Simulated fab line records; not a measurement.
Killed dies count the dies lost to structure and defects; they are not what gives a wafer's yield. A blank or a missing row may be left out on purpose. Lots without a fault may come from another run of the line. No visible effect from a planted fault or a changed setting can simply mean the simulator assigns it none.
Split-lot study :: flow n5_finfet :: on a route of 1938 steps: 7 lots, 21 wafers read

ABOUT THE SPLIT
At N5_BEOL_M8_EXPOSE_08 (exposes mask M8), the setting dose_mj was moved away from the recipe's 68.25 on 6 of the 21 wafers read, by -3.6% to +3.5%. This setting was run at the recipe's value on the other wafers.

FROM THE SPLIT TO THE READING: what the file shows between them, 15 steps
- N5_BEOL_M8_PEB_09: peb time 60 s
- N5_BEOL_M8_DEVELOP_10: develop time 30 s
- N5_BEOL_M8_CD_MEAS_11: target cd 38.5 nm
- N5_BEOL_M8_DESCUM_16: chemistry O2, time 7.9 s
- N5_BEOL_M8_ETCH_61: etches SiARC in CF4, target depth 45.5 nm, time 75.8 s
- N5_BEOL_M8_ETCH_62: etches SOC in N2/H2, target depth 110 nm, overetch 22 nm, time 165 s
- N5_BEOL_M8_STRIP_68: strips in N2/H2
- N5_BEOL_M8_STRIP_67: strips in CF4
- N5_BEOL_M8_HM_OPEN_17: chemistry Cl2/BCl3, target TiN, target depth 20 nm, overetch 6 nm
- N5_BEOL_M8_STRIP_19: strips in O2
- N5_BEOL_M8_CD_MEAS_18: pitch 80 nm, target cd 40 nm
- N5_BEOL_M8_COAT_63: time 60 s, resist thk 60 nm
- N5_BEOL_M8_COAT_64: time 60 s, resist thk 12 nm
- N5_BEOL_M8_PRECLEAN_42: cleans in residue remover, time 60 s
- N5_BEOL_M8_SRD_43: time 30 s

THE READING
At N5_BEOL_M8_CD_MEAS_35: cd_nm in nanometres, against a target cd of 40 nm. Typical for fault-free wafers on this fab line: 39.9 nm, with standard deviation 0.45 nm.

wafer: L074.1
tool, chamber at the split: arfi_scanner-02, 0
dose_mj as run: 68.25
against the recipe: recipe
cd_nm, nm: 40.0
against lot-mates on the recipe: -

wafer: L074.4
tool, chamber at the split: arfi_scanner-02, 0
dose_mj as run: 68.25
against the recipe: recipe
cd_nm, nm: 40.5
against lot-mates on the recipe: -

wafer: L074.5
tool, chamber at the split: arfi_scanner-02, 0
dose_mj as run: 68.25
against the recipe: recipe
cd_nm, nm: 40.1
against lot-mates on the recipe: -

wafer: L080.1
tool, chamber at the split: arfi_scanner-02, 0
dose_mj as run: 69.63
against the recipe: +2.0%
cd_nm, nm: 41.1
against lot-mates on the recipe: +1.0

wafer: L080.3
tool, chamber at the split: arfi_scanner-02, 0
dose_mj as run: 69.63
against the recipe: +2.0%
cd_nm, nm: 41.5
against lot-mates on the recipe: +1.4

wafer: L080.6
tool, chamber at the split: arfi_scanner-02, 0
dose_mj as run: 68.25
against the recipe: recipe
cd_nm, nm: 40.1
against lot-mates on the recipe: -

wafer: L084.1
tool, chamber at the split: arfi_scanner-01, 0
dose_mj as run: 68.25
against the recipe: recipe
cd_nm, nm: 39.3
against lot-mates on the recipe: -

wafer: L084.2
tool, chamber at the split: arfi_scanner-01, 0
dose_mj as run: 70.34
against the recipe: +3.1%
cd_nm, nm: 41.6
against lot-mates on the recipe: +2.4

wafer: L084.3
tool, chamber at the split: arfi_scanner-01, 0
dose_mj as run: 68.25
against the recipe: recipe
cd_nm, nm: 39.1
against lot-mates on the recipe: -

wafer: L087.2
tool, chamber at the split: arfi_scanner-02, 0
dose_mj as run: 68.25
against the recipe: recipe
cd_nm, nm: 39.5
against lot-mates on the recipe: -

wafer: L087.3
tool, chamber at the split: arfi_scanner-02, 0
dose_mj as run: 68.25
against the recipe: recipe
cd_nm, nm: 40.0
against lot-mates on the recipe: -

wafer: L087.6
tool, chamber at the split: arfi_scanner-02, 0
dose_mj as run: 68.25
against the recipe: recipe
cd_nm, nm: 40.5
against lot-mates on the recipe: -

wafer: L091.1
tool, chamber at the split: arfi_scanner-01, 0
dose_mj as run: 68.25
against the recipe: recipe
cd_nm, nm: 40.1
against lot-mates on the recipe: -

wafer: L091.4
tool, chamber at the split: arfi_scanner-01, 0
dose_mj as run: 68.25
against the recipe: recipe
cd_nm, nm: 40.0
against lot-mates on the recipe: -

wafer: L091.5
tool, chamber at the split: arfi_scanner-01, 0
dose_mj as run: 70.65
against the recipe: +3.5%
cd_nm, nm: 41.5
against lot-mates on the recipe: +1.5

wafer: L094.1
tool, chamber at the split: arfi_scanner-02, 0
dose_mj as run: 68.25
against the recipe: recipe
cd_nm, nm: 39.5
against lot-mates on the recipe: -

wafer: L094.3
tool, chamber at the split: arfi_scanner-02, 0
dose_mj as run: 65.81
against the recipe: -3.6%
cd_nm, nm: 37.8
against lot-mates on the recipe: -1.7

wafer: L094.5
tool, chamber at the split: arfi_scanner-02, 0
dose_mj as run: 65.81
against the recipe: -3.6%
cd_nm, nm: 38.1
against lot-mates on the recipe: -1.4

wafer: L095.3
tool, chamber at the split: arfi_scanner-02, 0
dose_mj as run: 68.25
against the recipe: recipe
cd_nm, nm: 39.3
against lot-mates on the recipe: -

wafer: L095.4
tool, chamber at the split: arfi_scanner-02, 0
dose_mj as run: 68.25
against the recipe: recipe
cd_nm, nm: 39.8
against lot-mates on the recipe: -

wafer: L095.6
tool, chamber at the split: arfi_scanner-02, 0
dose_mj as run: 68.25
against the recipe: recipe
cd_nm, nm: 39.0
against lot-mates on the recipe: -

THE FIT
A straight line over all 21 wafers: cd_nm changes by +0.553 nm for each +1% of dose_mj; r = +0.91; the points scatter about the line by 0.44 nm.
The same after taking each lot's own level away (the mean of its wafers on the recipe; 21 wafers): +0.507 nm for each +1%; r = +0.93; scatter 0.33 nm.
The reading moves by 1.8 nm for the largest change in dose_mj, on that fit.
From 39.20 to 40.20 nm: that is the span of the lots' own levels, equal to 2.2 times the standard deviation above.
So the lot-to-lot level changes the slope little: the two slopes agree.
Check: with one of the wafers moved furthest among these (-3.6%) left out of the fit, the line predicts -1.77 nm for it against its lot-mates. Against them it came out at -1.7 nm.

THE OTHER SPLITS THESE WAFERS WENT THROUGH
These wafers also went through other splits before the reading. Each is held against what the fit with the lots' levels taken away leaves over:
other split on the same wafers: N5_BEOL_M7_ETCH_41 source_w
wafers away from the commonest value: 8
r with cd_nm (lot level and that fit taken away): -0.01

other split on the same wafers: N5_BEOL_M8_ILD_DEP_00 time_s
wafers away from the commonest value: 7
r with cd_nm (lot level and that fit taken away): +0.03

THE WHOLE CHAIN: every reading that the file lists as answering this split, in the file's order
step: N5_BEOL_M8_CD_MEAS_11
what it does: target cd 38.5 nm
reading: cd_nm
change (the file's fit): +0.473 nm for each +1% of the setting
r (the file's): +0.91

step: N5_BEOL_M8_ETCH_61
what it does: etches SiARC in CF4, target depth 45.5 nm, time 75.8 s
reading: BEOL_M8.cd_offset_nm (the simulator's own value, which no gauge read)
change (the file's fit): +0.485 nm for each +1% of the setting
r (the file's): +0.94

step: N5_BEOL_M8_ETCH_62
what it does: etches SOC in N2/H2, target depth 110 nm, overetch 22 nm, time 165 s
reading: BEOL_M8.cd_offset_nm (the simulator's own value, which no gauge read)
change (the file's fit): +0.475 nm for each +1% of the setting
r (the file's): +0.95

step: N5_BEOL_M8_CD_MEAS_18
what it does: pitch 80 nm, target cd 40 nm
reading: cd_nm
change (the file's fit): +0.519 nm for each +1% of the setting
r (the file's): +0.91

step: N5_BEOL_M8_CD_MEAS_35
what it does: target cd 40 nm
reading: cd_nm
change (the file's fit): +0.526 nm for each +1% of the setting
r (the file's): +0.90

THE FILE'S OWN FIT
cd_nm changes by +0.526 nm for each +1% of dose_mj, r = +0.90.
